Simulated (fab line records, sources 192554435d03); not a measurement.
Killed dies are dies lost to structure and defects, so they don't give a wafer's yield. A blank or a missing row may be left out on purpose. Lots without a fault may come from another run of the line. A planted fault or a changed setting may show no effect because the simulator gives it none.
Which tool did it? | flow n5_finfet | 24 lots, 72 wafers sampled, at 6 steps of a route of 1938

WHAT THE GAUGES READ, wafer by wafer
N5_SD_EPI_P_CD_MEAS_09: target cd 240 nm. Usual: cd_nm 240.0 nm, standard deviation 0.8.
lot  | measured    | on        | cd_nm (nm)        | flag
L074 | day 3 05:40 | cd_sem-03 | 239.6 239.5 238.8 |
L075 | day 3 11:11 | cd_sem-03 | 240.2 240.6 240.3 |
L076 | day 3 18:42 | cd_sem-01 | 239.3 240.1 239.0 |
L077 | day 4 00:46 | cd_sem-01 | 239.7 240.4 239.4 |
L078 | day 4 03:34 | cd_sem-02 | 240.6 241.2 241.0 |
L079 | day 4 11:47 | cd_sem-01 | 240.3 240.0 241.1 |
L080 | day 4 16:47 | cd_sem-01 | 240.1 240.6 240.3 |
L081 | day 4 23:22 | cd_sem-03 | 241.0 241.6 241.2 |
L082 | day 5 09:18 | cd_sem-03 | 241.6 240.5 240.7 |
L083 | day 5 14:04 | cd_sem-01 | 239.7 239.9 240.3 |
L084 | day 5 17:36 | cd_sem-01 | 240.7 240.3 240.6 |
L086 | day 6 05:51 | cd_sem-01 | 239.6 240.4 239.9 |
L085 | day 6 08:28 | cd_sem-01 | 241.2 241.1 240.5 |
L087 | day 6 15:11 | cd_sem-02 | 240.0 240.5 239.2 |
L088 | day 6 17:26 | cd_sem-03 | 239.3 239.9 239.9 |
L089 | day 6 22:22 | cd_sem-03 | 240.6 240.5 239.5 |
L090 | day 7 06:49 | cd_sem-01 | 239.0 239.2 238.9 |
L091 | day 7 11:47 | cd_sem-02 | 239.1 239.2 239.2 |
L092 | day 7 19:08 | cd_sem-01 | 239.8 240.1 240.1 |
L093 | day 7 23:56 | cd_sem-01 | 240.9 239.6 240.3 |
L094 | day 8 04:19 | cd_sem-03 | 239.6 240.5 240.4 |
L095 | day 8 11:44 | cd_sem-03 | 239.0 239.6 240.1 |
L096 | day 8 20:17 | cd_sem-01 | 239.8 239.5 239.6 |
L097 | day 9 00:35 | cd_sem-01 | 239.7 239.7 238.7 |

N5_SDB_OVL_MEAS_12. Usual: SDB_OVL -0.1 nm, standard deviation 0.66.
lot  | measured    | on         | SDB_OVL (nm)   | flag
L074 | day 3 16:53 | overlay-01 | 0.0 -1.0 -1.1  |
L075 | day 3 23:09 | overlay-01 | 0.0 -1.2 0.0   |
L076 | day 4 06:07 | overlay-01 | -0.6 0.2 0.0   |
L077 | day 4 12:21 | overlay-02 | -0.9 -0.5 -0.8 |
L078 | day 4 14:57 | overlay-02 | 0.2 -1.0 0.2   |
L079 | day 4 23:42 | overlay-02 | 0.3 1.8 -0.5   |
L080 | day 5 04:59 | overlay-01 | 0.9 0.7 0.8    |
L081 | day 5 10:43 | overlay-02 | -1.1 0.1 -0.6  |
L082 | day 5 20:50 | overlay-01 | 0.3 -0.9 0.1   |
L083 | day 6 01:46 | overlay-02 | 0.7 0.8 -0.3   |
L084 | day 6 04:52 | overlay-01 | -0.7 -0.4 0.4  |
L086 | day 6 17:19 | overlay-02 | -0.8 0.1 -0.6  |
L085 | day 6 20:46 | overlay-02 | -0.2 0.1 -0.4  |
L087 | day 7 03:47 | overlay-01 | 0.5 0.8 1.1    |
L088 | day 7 04:40 | overlay-01 | -0.5 0.1 0.6   |
L089 | day 7 11:34 | overlay-02 | 0.1 0.0 0.0    |
L090 | day 7 19:22 | overlay-01 | -1.7 0.2 -0.5  |
L091 | day 8 00:48 | overlay-02 | 0.0 -1.1 -0.3  |
L092 | day 8 07:19 | overlay-02 | 0.4 0.3 0.2    |
L093 | day 8 12:34 | overlay-02 | -1.0 0.1 0.3   |
L094 | day 8 16:28 | overlay-01 | -1.0 -0.9 -0.7 |
L095 | day 9 01:44 | overlay-01 | -0.7 0.4 -0.6  |
L096 | day 9 08:26 | overlay-02 | 0.6 0.8 -0.2   |
L097 | day 9 12:56 | overlay-02 | 0.1 0.3 0.6    |

N5_SDB_THK_MEAS_31. Usual: SDB_THK 64.8 nm, standard deviation 1.2.
lot  | measured    | on            | SDB_THK (nm)   | flag
L074 | day 3 21:15 | film_metro-02 | 65.6 65.9 66.5 |
L075 | day 4 05:03 | film_metro-01 | 64.3 65.0 65.3 |
L076 | day 4 11:35 | film_metro-02 | 63.5 64.8 65.2 |
L077 | day 4 16:17 | film_metro-01 | 62.8 65.1 63.7 |
L078 | day 4 18:59 | film_metro-02 | 66.4 64.5 64.0 |
L079 | day 5 03:53 | film_metro-01 | 64.1 65.7 64.3 |
L080 | day 5 09:09 | film_metro-01 | 63.7 63.5 64.3 |
L081 | day 5 15:31 | film_metro-01 | 63.1 63.9 62.7 |
L082 | day 6 00:58 | film_metro-02 | 64.4 63.0 63.7 |
L083 | day 6 08:13 | film_metro-02 | 64.0 65.7 63.7 |
L084 | day 6 10:26 | film_metro-02 | 64.6 63.7 65.9 |
L086 | day 6 21:23 | film_metro-01 | 64.0 64.7 64.5 |
L085 | day 7 00:40 | film_metro-02 | 64.7 63.4 63.1 |
L087 | day 7 07:41 | film_metro-02 | 62.6 63.5 63.0 |
L088 | day 7 08:44 | film_metro-02 | 63.8 63.5 65.3 |
L089 | day 7 15:55 | film_metro-02 | 64.5 65.8 65.8 |
L090 | day 7 23:32 | film_metro-02 | 64.5 65.8 65.1 |
L091 | day 8 04:47 | film_metro-02 | 65.1 62.8 63.7 |
L092 | day 8 11:29 | film_metro-02 | 65.6 66.7 64.8 |
L093 | day 8 18:42 | film_metro-01 | 65.3 65.3 64.1 |
L094 | day 8 23:01 | film_metro-01 | 65.7 65.2 64.1 |
L095 | day 9 05:49 | film_metro-01 | 66.9 65.9 65.3 |
L096 | day 9 12:42 | film_metro-01 | 64.4 67.3 65.1 |
L097 | day 9 16:52 | film_metro-02 | 64.7 67.4 66.3 |

WHICH TOOL RAN EACH LOT (tool, then ch and the chambers of the sampled wafers, then the start)
lot  | N5_SD_EPI_N_ETCH_45               | N5_ILD0_LINER_00                 | N5_ILD0_ALD_15
L074 | rie_diel-01 ch 0,1,2, day 3 01:46 | ald_sin-01 ch 1,2,3, day 3 10:16 | ald_sin-02 ch 0,1,3, day 3 13:59
L075 | rie_diel-04 ch 1,2, day 3 07:23   | ald_sin-02 ch 0,2,3, day 3 16:09 | ald_sin-02 ch 1,2,3, day 3 20:07
L076 | rie_diel-02 ch 0,2, day 3 14:47   | ald_sin-02 ch 2,3, day 3 23:22   | ald_sin-03 ch 0,3, day 4 03:13
L077 | rie_diel-04 ch 0,1, day 3 21:04   | ald_sin-01 ch 1,2,3, day 4 05:28 | ald_sin-02 ch 0,1, day 4 09:21
L078 | rie_diel-04 ch 0,1,2, day 3 23:43 | ald_sin-02 ch 0,3, day 4 08:10   | ald_sin-03 ch 2,3, day 4 11:53
L079 | rie_diel-04 ch 1,2,3, day 4 06:58 | ald_sin-01 ch 0,1,2, day 4 16:27 | ald_sin-01 ch 1,2,3, day 4 20:40
L080 | rie_diel-01 ch 0,2,3, day 4 12:55 | ald_sin-02 ch 0,3, day 4 22:00   | ald_sin-01 ch 2,3, day 5 01:56
L081 | rie_diel-01 ch 1,2, day 4 19:32   | ald_sin-03 ch 0,1,3, day 5 04:03 | ald_sin-03 ch 0,1,2, day 5 07:49
L082 | rie_diel-02 ch 0,2,3, day 5 05:08 | ald_sin-02 ch 0,1,3, day 5 13:53 | ald_sin-02 ch 0,3, day 5 17:47
L083 | rie_diel-02 ch 2,3, day 5 10:14   | ald_sin-01 ch 1,3, day 5 18:55   | ald_sin-02 ch 2,3, day 5 22:43
L084 | rie_diel-01 ch 0,1,3, day 5 13:46 | ald_sin-02 ch 0,1,2, day 5 22:13 | ald_sin-01 ch 0,1,3, day 6 01:55
L086 | rie_diel-01 ch 0,2,3, day 6 01:17 | ald_sin-02 ch 0,2,3, day 6 10:28 | ald_sin-02 ch 0,1,3, day 6 14:23
L085 | rie_diel-02 ch 0,1,2, day 6 03:53 | ald_sin-01 ch 0,1,3, day 6 14:01 | ald_sin-03 ch 0,2,3, day 6 17:43
L087 | rie_diel-01 ch 0,2,3, day 6 09:35 | ald_sin-01 ch 0,2,3, day 6 21:03 | ald_sin-03 ch 1,2,3, day 7 01:50
L088 | rie_diel-01 ch 0,2, day 6 13:35   | ald_sin-01 ch 1,3, day 6 22:03   | ald_sin-02 ch 0,1,2, day 7 01:45
L089 | rie_diel-01 ch 0,2, day 6 18:20   | ald_sin-02 ch 2,3, day 7 04:57   | ald_sin-01 ch 0,2, day 7 08:39
L090 | rie_diel-04 ch 0,2,3, day 7 02:13 | ald_sin-02 ch 1,2,3, day 7 12:42 | ald_sin-01 ch 2,3, day 7 16:27
L091 | rie_diel-02 ch 0,2, day 7 07:59   | ald_sin-03 ch 0,1,3, day 7 17:31 | ald_sin-01 ch 0,1,3, day 7 21:39
L092 | rie_diel-01 ch 0,1, day 7 14:34   | ald_sin-02 ch 0,1,2, day 8 00:42 | ald_sin-01 ch 0,1,3, day 8 04:24
L093 | rie_diel-04 ch 0,2,3, day 7 20:11 | ald_sin-03 ch 1,2,3, day 8 05:23 | ald_sin-01 ch 0,1,3, day 8 09:39
L094 | rie_diel-01 ch 0,1,3, day 8 00:32 | ald_sin-01 ch 1,2,3, day 8 09:16 | ald_sin-03 ch 0,1,3, day 8 13:26
L095 | rie_diel-04 ch 0,1,2, day 8 05:39 | ald_sin-03 ch 1,2, day 8 18:55   | ald_sin-01 ch 0,3, day 8 22:41
L096 | rie_diel-01 ch 1,2,3, day 8 15:54 | ald_sin-01 ch 0,2,3, day 9 01:45 | ald_sin-01 ch 0,1,2, day 9 05:29
L097 | rie_diel-04 ch 1,2,3, day 8 20:03 | ald_sin-03 ch 1,3, day 9 05:56   | ald_sin-02 ch 0,2,3, day 9 09:59
- N5_SD_EPI_N_ETCH_45: etches SiOCN in CH3F/O2, target depth 6 nm.
- N5_ILD0_LINER_00: material SiNx, target thk 4 nm, pulse time 1 s, purge time 2 s.
- N5_ILD0_ALD_15: deposits SiNx, target thk 24 nm, pulse time 1 s, ald cycles 480.

WHAT THE TOOLS THEMSELVES READ (means of the sampled wafers that have a number; where no wafer has one, the mark that the record gives instead)
N5_SD_EPI_N_ETCH_45. Usual: drypump_motor_current_A 5.9 A, standard deviation 0.4; oes_product_au 0.78 a.u., standard deviation 0.089; rf_vpp_V 127.6 V, standard deviation 0.89; showerhead_plenum_p_Torr 2.01 Torr, standard deviation 0.057; throttle_valve_pct 23.40 %, standard deviation 0.26.
lot  | tool        | drypump_motor_current_A (A) | oes_product_au (a.u.) | rf_vpp_V (V) | showerhead_plenum_p_Torr (Torr) | throttle_valve_pct (%) | flag
L074 | rie_diel-01 | 6.0                         | 0.72                  | 127.8        | 2.01                            | 23.39                  |
L075 | rie_diel-04 | 5.8                         | 0.76                  | 128.0        | 2.03                            | 23.46                  |
L076 | rie_diel-02 | 5.9                         | 0.79                  | 127.0        | 2.01                            | 23.25                  |
L077 | rie_diel-04 | 6.4                         | 0.81                  | 127.0        | 1.98                            | 23.16                  |
L078 | rie_diel-04 | 6.0                         | 0.74                  | 128.5        | 2.02                            | 23.29                  |
L079 | rie_diel-04 | 5.7                         | 0.76                  | 126.7        | 2.00                            | 23.48                  |
L080 | rie_diel-01 | 6.0                         | 0.76                  | 128.2        | 1.99                            | 23.50                  |
L081 | rie_diel-01 | 6.0                         | 0.70                  | 127.9        | 2.05                            | 23.40                  |
L082 | rie_diel-02 | 5.8                         | 0.77                  | 127.5        | 2.03                            | 23.22                  |
L083 | rie_diel-02 | 5.7                         | 0.76                  | 127.9        | 2.05                            | 23.20                  |
L084 | rie_diel-01 | 5.8                         | 0.74                  | 127.4        | 1.99                            | 23.58                  |
L086 | rie_diel-01 | 6.0                         | 0.75                  | 126.5        | 1.99                            | 23.52                  |
L085 | rie_diel-02 | 6.1                         | 0.84                  | 127.5        | 2.02                            | 23.27                  |
L087 | rie_diel-01 | 6.0                         | 0.75                  | 127.9        | 1.99                            | 23.53                  |
L088 | rie_diel-01 | 6.3                         | 0.70                  | 127.0        | 2.00                            | 23.38                  |
L089 | rie_diel-01 | 6.1                         | 0.71                  | 127.4        | 1.94                            | 23.48                  |
L090 | rie_diel-04 | 5.5                         | 0.78                  | 127.8        | 2.02                            | 23.35                  |
L091 | rie_diel-02 | 5.9                         | 0.77                  | 127.4        | 2.00                            | 23.29                  |
L092 | rie_diel-01 | 5.9                         | 0.80                  | 127.2        | 1.94                            | 23.50                  |
L093 | rie_diel-04 | 5.5                         | 0.78                  | 127.3        | 2.02                            | 23.36                  |
L094 | rie_diel-01 | 5.8                         | 0.83                  | 127.4        | 1.98                            | 23.56                  |
L095 | rie_diel-04 | 6.0                         | 0.81                  | 127.9        | 2.01                            | 23.22                  |
L096 | rie_diel-01 | 6.0                         | 0.90                  | 127.6        | 2.03                            | 23.38                  |
L097 | rie_diel-04 | 5.7                         | 0.73                  | 127.3        | 1.99                            | 23.52                  |

N5_ILD0_LINER_00. Usual: heater_power_w 794 W, standard deviation 100; precursor_pulse_height_rel 1.000, standard deviation 0.02; susceptor_temp_C 399.96 C, standard deviation 0.24.
lot  | tool       | heater_power_w (W) | precursor_pulse_height_rel | susceptor_temp_C (C) | flag
L074 | ald_sin-01 | 818                | 0.999                      | 399.92               |
L075 | ald_sin-02 | 806                | 0.993                      | 400.04               |
L076 | ald_sin-02 | 745                | 1.007                      | 399.97               |
L077 | ald_sin-01 | 806                | 0.999                      | 399.81               |
L078 | ald_sin-02 | 808                | 1.011                      | 399.93               |
L079 | ald_sin-01 | 795                | 0.992                      | 400.21               |
L080 | ald_sin-02 | 887                | 0.998                      | 399.88               |
L081 | ald_sin-03 | 791                | 0.997                      | 399.75               |
L082 | ald_sin-02 | 794                | 1.014                      | 399.71               |
L083 | ald_sin-01 | 703                | 1.002                      | 399.95               |
L084 | ald_sin-02 | 794                | 0.998                      | 400.08               |
L086 | ald_sin-02 | 810                | 1.006                      | 400.04               |
L085 | ald_sin-01 | 710                | 0.993                      | 399.86               |
L087 | ald_sin-01 | 798                | 1.008                      | 400.03               |
L088 | ald_sin-01 | 714                | 0.995                      | 400.14               |
L089 | ald_sin-02 | 733                | 0.993                      | 400.21               |
L090 | ald_sin-02 | 739                | 1.017                      | 400.01               |
L091 | ald_sin-03 | 794                | 1.004                      | 399.82               |
L092 | ald_sin-02 | 804                | 1.005                      | 400.06               |
L093 | ald_sin-03 | 826                | 0.998                      | 399.97               |
L094 | ald_sin-01 | 805                | 0.988                      | 399.93               |
L095 | ald_sin-03 | 851                | 1.012                      | 399.71               |
L096 | ald_sin-01 | 829                | 0.994                      | 399.78               |
L097 | ald_sin-03 | 844                | 0.999                      | 399.91               |

N5_ILD0_ALD_15. Usual: heater_power_w 795 W, standard deviation 100; precursor_pulse_height_rel 0.997, standard deviation 0.021; susceptor_temp_C 400.04 C, standard deviation 0.23.
lot  | tool       | heater_power_w (W) | precursor_pulse_height_rel | susceptor_temp_C (C) | flag
L074 | ald_sin-02 | 794                | 0.992                      | 399.91               |
L075 | ald_sin-02 | 721                | 0.994                      | 400.05               |
L076 | ald_sin-03 | 775                | 1.010                      | 399.81               |
L077 | ald_sin-02 | 859                | 0.995                      | 400.25               |
L078 | ald_sin-03 | 796                | 1.012                      | 399.68               |
L079 | ald_sin-01 | 816                | 1.008                      | 400.22               |
L080 | ald_sin-01 | 907                | 1.004                      | 400.06               |
L081 | ald_sin-03 | 811                | 0.973                      | 400.23               |
L082 | ald_sin-02 | 890                | 1.009                      | 399.91               |
L083 | ald_sin-02 | 739                | 0.996                      | 400.08               |
L084 | ald_sin-01 | 711                | 0.994                      | 400.05               |
L086 | ald_sin-02 | 807                | 0.997                      | 400.07               |
L085 | ald_sin-03 | 770                | 1.012                      | 399.93               |
L087 | ald_sin-03 | 816                | 0.996                      | 399.90               |
L088 | ald_sin-02 | 800                | 0.994                      | 399.60               |
L089 | ald_sin-01 | 810                | 0.996                      | 400.06               |
L090 | ald_sin-01 | 813                | 1.006                      | 400.42               |
L091 | ald_sin-01 | 721                | 0.980                      | 399.79               |
L092 | ald_sin-01 | 706                | 0.996                      | 399.99               |
L093 | ald_sin-01 | 722                | 0.999                      | 400.05               |
L094 | ald_sin-03 | 793                | 1.008                      | 400.01               |
L095 | ald_sin-01 | 727                | 0.992                      | 399.99               |
L096 | ald_sin-01 | 815                | 0.992                      | 400.09               |
L097 | ald_sin-02 | 817                | 0.996                      | 399.85               |

THE ANSWER, worked out from the rows above alone
Rule: a lot is off if the mean of its wafers that have a number lies more than 3 standard deviations from the usual mean. A lot without any number at a reading at which 4 lots or more have one is off too. The other lots that the step has rows for count as sound. The gauges are gone through in route order, then the tools' own readings, and for those a lot's mean is taken as printed above. The first step at which some lot is off is used, and at that step the reading that is off furthest; a lot without a number counts as furthest.
No lot is off at any reading shown: from this, nothing can be told.

WHAT THE SIMULATOR HAD PUT IN
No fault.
